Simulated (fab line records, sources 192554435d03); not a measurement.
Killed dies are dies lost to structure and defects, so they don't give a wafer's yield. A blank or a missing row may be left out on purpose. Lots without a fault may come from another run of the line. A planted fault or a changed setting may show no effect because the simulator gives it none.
Chamber matching | flow n5_finfet | N5_GATE_CUT_HM_OPEN_40 on rie_diel-05: 4 sister chambers
The step chemistry C4F6/O2, target SiO2, target depth 139 nm, time 85.1 s. 4 wafers are shown with their chamber, then 8 later ones without.

WAFERS WITH THEIR CHAMBER
wafer  | chamber | drypump_motor_current_A (A)
L078.4 | 0       | 5.9
L084.5 | 1       | 5.7
L084.6 | 2       | 6.8
L088.1 | 3       | 5.2

WAFERS WITHOUT THEIR CHAMBER
wafer  | drypump_motor_current_A (A)
L088.3 | 6.0
L088.5 | 5.2
L091.2 | 5.7
L091.4 | 5.2
L091.5 | 5.7
L096.2 | 5.7
L096.3 | 5.9
L096.5 | 6.8

WHICH CHAMBER EACH WENT THROUGH
wafer  | from the rows above | in truth
L088.3 | 0                   | 0
L088.5 | 3                   | 3
L091.2 | 1                   | 1
L091.4 | 3                   | 3
L091.5 | 1                   | 1
L096.2 | 1                   | 1
L096.3 | 0                   | 0
L096.5 | 2                   | 2
Placed correctly: 8 of 8. Can't be placed from these rows: 0. Placed wrongly: 0.
How it was worked out, from the rows above alone: a wafer's distance from a chamber is the root of the sum, over the readings, of the square of ((its reading less the chamber's mean) divided by the reading's scatter). The wafer belongs to the nearest chamber; if the next one is less than 2 further off, it can't be placed. A chamber's mean is the mean of its shown wafers. The scatter: with one shown wafer a chamber, the root of the mean of the squares of how far each hidden wafer lies from its nearest shown one.
